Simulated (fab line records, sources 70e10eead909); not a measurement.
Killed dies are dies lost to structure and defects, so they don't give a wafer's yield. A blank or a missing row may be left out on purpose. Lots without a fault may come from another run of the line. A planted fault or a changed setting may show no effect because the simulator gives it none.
Which tool did it? | flow nand_harc | 12 lots, 36 wafers sampled, at 1 step of a route of 1159

WHAT THE GAUGES READ, wafer by wafer
NHARC_A_SGD_CUT_INSPECT_25.
lot  | measured     | on                | raw_defect_count
L076 | day 14 18:29 | defect_inspect-02 | 234 261 322
L079 | day 15 01:02 | defect_inspect-01 | 372 271 389
L078 | day 15 01:05 | defect_inspect-02 | 370 378 323
L081 | day 15 21:41 | defect_inspect-01 | 304 289 424
L084 | day 16 08:31 | defect_inspect-02 | 349 362 308
L085 | day 17 06:43 | defect_inspect-01 | 187 154 274
L087 | day 17 11:17 | defect_inspect-01 | 292 357 443
L086 | day 17 19:30 | defect_inspect-01 | 277 307 257
L093 | day 18 09:51 | defect_inspect-01 | 374 243 351
L092 | day 18 09:59 | defect_inspect-01 | 326 256 346
L095 | day 20 00:04 | defect_inspect-02 | 200 240 225
L096 | day 20 00:07 | defect_inspect-02 | 352 362 404

WHICH TOOL RAN EACH LOT (tool, then ch and the chambers of the sampled wafers, then the start)
The record holds no process step before these readings.

THE ANSWER, worked out from the rows above alone
Rule: what is usual is taken from the lots themselves. Put in order of their means at a reading, lots are off if they are a third of the lots or fewer, leave a main group of 4 or more, and stand apart from it by a gap of 3 or more times the standard deviation of the main group's means; of several such gaps the widest counts. A main group whose means are all the same, to the digits that the tables above print for the reading, isn't used. A lot without any number at a reading at which 4 lots or more have one is off too. The other lots that the step has rows for count as sound.
No lot is off at any reading shown: from this, nothing can be told.

WHAT THE SIMULATOR HAD PUT IN
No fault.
